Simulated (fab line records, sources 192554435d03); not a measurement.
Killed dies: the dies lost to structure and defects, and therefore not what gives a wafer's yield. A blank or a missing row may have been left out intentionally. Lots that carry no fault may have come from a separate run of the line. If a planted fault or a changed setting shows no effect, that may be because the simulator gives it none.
Split-lot study + flow n5 finfet + 7 lots, 39 wafers read, on a route of 1938 steps

== ABOUT THE SPLIT ==
At N5_GATE_CUT_ALD_22 (deposits SiNx, target thk 16 nm, pulse time 1 s, ald cycles 320), the setting ald cycles was moved away from the recipe's 320 on 18 of the 39 wafers read, by -49.4% to +55.9%. The other wafers ran this setting at the recipe's value.

Reading taken at the split's own step.

== THE READING ==
SiNx_of_GATE_CUT_ALD_22.thk nm (the simulator's own value, which no gauge read), in nm, at N5_GATE_CUT_ALD_22 (deposits SiNx, target thk 16 nm, pulse time 1 s, ald cycles 320). There is no usual value for it anywhere in the file.

| wafer  | tool, chamber at the split | ald cycles as run | against the recipe | SiNx_of_GATE_CUT_ALD_22.thk nm, nm | against lot-mates on the recipe |
|--------|----------------------------|-------------------|--------------------|------------------------------------|---------------------------------|
| L074.1 | ald sin-02, 1,3,3          | 320               | recipe             | 16                                 | -                               |
| L074.3 | ald sin-02, 1,3,3          | 320               | recipe             | 16                                 | -                               |
| L074.5 | ald sin-02, 1,3,3          | 320               | recipe             | 16                                 | -                               |
| L074.2 | ald sin-02, 0              | 162               | -49.4%             | 8                                  | -8.0                            |
| L074.4 | ald sin-02, 2              | 162               | -49.4%             | 8.2                                | -7.8                            |
| L074.6 | ald sin-02, 2              | 162               | -49.4%             | 8.2                                | -7.8                            |
| L077.1 | ald sin-02, 2,3,1          | 320               | recipe             | 16                                 | -                               |
| L077.2 | ald sin-02, 2,3,1          | 320               | recipe             | 16                                 | -                               |
| L077.3 | ald sin-02, 2,3,1          | 320               | recipe             | 16                                 | -                               |
| L077.4 | ald sin-02, 0              | 449               | +40.3%             | 22.2                               | +6.2                            |
| L077.6 | ald sin-02, 0              | 449               | +40.3%             | 22.2                               | +6.2                            |
| L077.5 | ald sin-02, 3              | 449               | +40.3%             | 22.4                               | +6.4                            |
| L080.1 | ald sin-01, 0,1,1          | 320               | recipe             | 16                                 | -                               |
| L080.3 | ald sin-01, 0,1,1          | 320               | recipe             | 16                                 | -                               |
| L080.5 | ald sin-01, 0,1,1          | 320               | recipe             | 16                                 | -                               |
| L080.2 | ald sin-01, 3              | 499               | +55.9%             | 24.8                               | +8.8                            |
| L080.4 | ald sin-01, 2              | 499               | +55.9%             | 25                                 | +9.0                            |
| L080.6 | ald sin-01, 2              | 499               | +55.9%             | 25                                 | +9.0                            |
| L081.1 | ald sin-03, 0              | 372               | +16.3%             | 18.8                               | +2.8                            |
| L081.2 | ald sin-03, 3,1,2          | 320               | recipe             | 16                                 | -                               |
| L081.3 | ald sin-03, 3,1,2          | 320               | recipe             | 16                                 | -                               |
| L081.4 | ald sin-03, 3,1,2          | 320               | recipe             | 16                                 | -                               |
| L081.5 | ald sin-03, 3,0            | 372               | +16.3%             | 18.6                               | +2.6                            |
| L081.6 | ald sin-03, 3,0            | 372               | +16.3%             | 18.6                               | +2.6                            |
| L084.1 | ald sin-02, 3,1,0          | 320               | recipe             | 16                                 | -                               |
| L084.2 | ald sin-02, 3,1,0          | 320               | recipe             | 16                                 | -                               |
| L084.3 | ald sin-02, 3,1,0          | 320               | recipe             | 16                                 | -                               |
| L084.4 | ald sin-02, 2,1,2          | 438               | +36.9%             | 22                                 | +6.0                            |
| L084.5 | ald sin-02, 2,1,2          | 438               | +36.9%             | 22                                 | +6.0                            |
| L084.6 | ald sin-02, 2,1,2          | 438               | +36.9%             | 22                                 | +6.0                            |
| L088.1 | ald sin-02, 0              | 488               | +52.5%             | 24.2                               | +8.2                            |
| L088.2 | ald sin-02, 2,1,3          | 320               | recipe             | 16                                 | -                               |
| L088.3 | ald sin-02, 2,1,3          | 320               | recipe             | 16                                 | -                               |
| L088.4 | ald sin-02, 2,1,3          | 320               | recipe             | 16                                 | -                               |
| L088.5 | ald sin-02, 2,1            | 488               | +52.5%             | 24.4                               | +8.4                            |
| L088.6 | ald sin-02, 2,1            | 488               | +52.5%             | 24.4                               | +8.4                            |
| L096.2 | ald sin-02, 2,1,0          | 320               | recipe             | 16                                 | -                               |
| L096.3 | ald sin-02, 2,1,0          | 320               | recipe             | 16                                 | -                               |
| L096.5 | ald sin-02, 2,1,0          | 320               | recipe             | 16                                 | -                               |
If several chambers appear in one row, that row covers several wafers at once and the file leaves open which wafer was in which chamber.

THE FIT
A straight line over all 39 wafers: SiNx_of_GATE_CUT_ALD_22.thk nm changes by +0.159 nm for each +1% of ald cycles; r = +1.00; the points scatter about the line by 0.086 nm.
The same after taking each lot's own level away (the mean of its wafers on the recipe; 39 wafers): +0.159 nm for each +1%; r = +1.00; scatter 0.086 nm.
That fit puts the effect of the largest move of ald cycles on the reading at 8.9 nm.
The lots' own levels span 16.00 to 16.00 nm.
The two slopes agree, so the slope changes little with the lot-to-lot level.
Check: with one of the wafers moved furthest among these (+55.9%) left out of the fit, the line predicts +8.92 nm for it against its lot-mates. Against them it came out at +8.8 nm.

== THESE WAFERS: OTHER SPLITS ==
These wafers also went through other splits before the reading. Each is held against what the fit with the lots' levels taken away leaves over:
| other split on the same wafers          | wafers away from the commonest value | r with SiNx_of_GATE_CUT_ALD_22.thk nm (lot level and that fit taken away) |
|-----------------------------------------|--------------------------------------|---------------------------------------------------------------------------|
| N5_ZERO_LAYER_PECVD_02 time s           | 15                                   | -0.29                                                                     |
| N5_ZERO_LAYER_DEVELOP_10 develop time s | 18                                   | +0.05                                                                     |
| N5_SD_EPI_N_ETCH_45 target depth a      | 12                                   | +0.48                                                                     |
| N5_SDB_HM_DEP_00 time s                 | 18                                   | +0.07                                                                     |

== THE FILE'S OWN FIT ==
SiNx_of_GATE_CUT_ALD_22.thk nm changes by +0.159 nm for each +1% of ald cycles, r = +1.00.
